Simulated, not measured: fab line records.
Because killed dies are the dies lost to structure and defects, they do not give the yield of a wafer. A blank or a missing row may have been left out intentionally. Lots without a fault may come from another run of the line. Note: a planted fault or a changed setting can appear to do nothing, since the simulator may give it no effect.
Comparing a struck lot with a sound one	flow n5Finfet	25 steps out of a route of 1938
Sound: these wafers, L125.1, L125.2, L125.4. Struck: wafers L119.2, L119.6 (left out: L119.3, a lot-mate that was not struck); the cause follows at the end.
Order at every step that has rows: each side's tool, ch and its chambers, its first start. Under that, the readings that differ: sound wafers	struck wafers	difference of the means	sigmas: that difference in standard deviations of wafers without a fault.
alike: words and numbers the same on both sides, and readings whose means are apart by under 2 such deviations; not compared: readings that were withheld, readings missing a value for some wafer, numbers with overlapping values and no deviation given by the record, and bounds like >300 which may hide the same value.
A row with sigmas, a row that says differs or no value, or rows on one side alone: a step with any of these is where the two part. Numbers that don't overlap but have no deviation are shown without sigmas and don't part them. Lack of a reading on every wafer of one side parts them only where that side has two or more wafers.

first, 9 steps without rows for these wafers: N5_BEOL_M10_COAT_60 (time 60 s, resist thk 30 nm); N5_BEOL_M10_COAT_05 (resist thk 90 nm); N5_BEOL_M10_EBR_07; N5_BEOL_M10_SOFTBAKE_06 (time 60 s); N5_BEOL_M10_EXPOSE_08 (exposes mask M10); N5_BEOL_M10_PEB_09 (peb time 60 s); N5_BEOL_M10_DEVELOP_10 (develop time 30 s); N5_BEOL_M10_DESCUM_16 (chemistry O2, time 7.9 s); N5_BEOL_M10_ETCH_61 (etches SiARC in CF4, target depth 39 nm, time 65 s).
N5_BEOL_M10_ETCH_62: etches SOC in N2/H2, target depth 110 nm, overetch 22 nm, time 165 s.
  sound on rieDiel-06 ch 0,1, day 15 04:42; struck on rieDiel-02 ch 0, day 14 00:11
  alike: drypumpMotorCurrentA, oesProductAu, rfVppV, showerheadPlenumPTorr, throttleValvePct
  not compared: rfHoursCounterH
then, 12 steps without rows for these wafers: N5_BEOL_M10_STRIP_68 (strips in N2/H2); N5_BEOL_M10_STRIP_67 (strips in CF4); N5_BEOL_M10_HM_OPEN_17 (chemistry Cl2/BCl3, target TiN, target depth 20 nm, overetch 6 nm); N5_BEOL_M10_STRIP_19 (strips in O2); N5_BEOL_M10_COAT_63 (time 60 s, resist thk 100 nm); N5_BEOL_M10_COAT_64 (time 60 s, resist thk 30 nm); N5_BEOL_M10_COAT_22 (resist thk 90 nm); N5_BEOL_M10_EBR_24; N5_BEOL_M10_SOFTBAKE_23 (time 60 s); N5_BEOL_M10_EXPOSE_25 (exposes mask V9); N5_BEOL_M10_PEB_26 (peb time 60 s); N5_BEOL_M10_DEVELOP_27 (develop time 30 s).
N5_BEOL_M10_INSPECT_30: inspects for defects (brightfield).
  struck on defectInspect-02, day 14 02:34; sound on defectInspect-02, day 15 06:30
reading	sound	struck	difference	sigmas
rawDefectCount	411 513 425	1059 1178	+669	+8
then, 1 step without rows for these wafers: N5_BEOL_M10_DESCUM_33 (chemistry O2, time 7.9 s).
-- a jump in the record: the struck wafers' starts before and after are 2 days apart (it breaks off in module BEOL_M10 and resumes in module PASSIVATION, where the first step shown is number 1936 of the route) --
N5_PASSIVATION_PROBE_49:
  the record has rows for the struck wafers here (prober-02, day 16 09:01) and none for the sound ones

WHERE THEY PART
Earliest at N5_BEOL_M10_INSPECT_30; latest, in this record, at N5_PASSIVATION_PROBE_49.

WHY: the cause the simulator had injected
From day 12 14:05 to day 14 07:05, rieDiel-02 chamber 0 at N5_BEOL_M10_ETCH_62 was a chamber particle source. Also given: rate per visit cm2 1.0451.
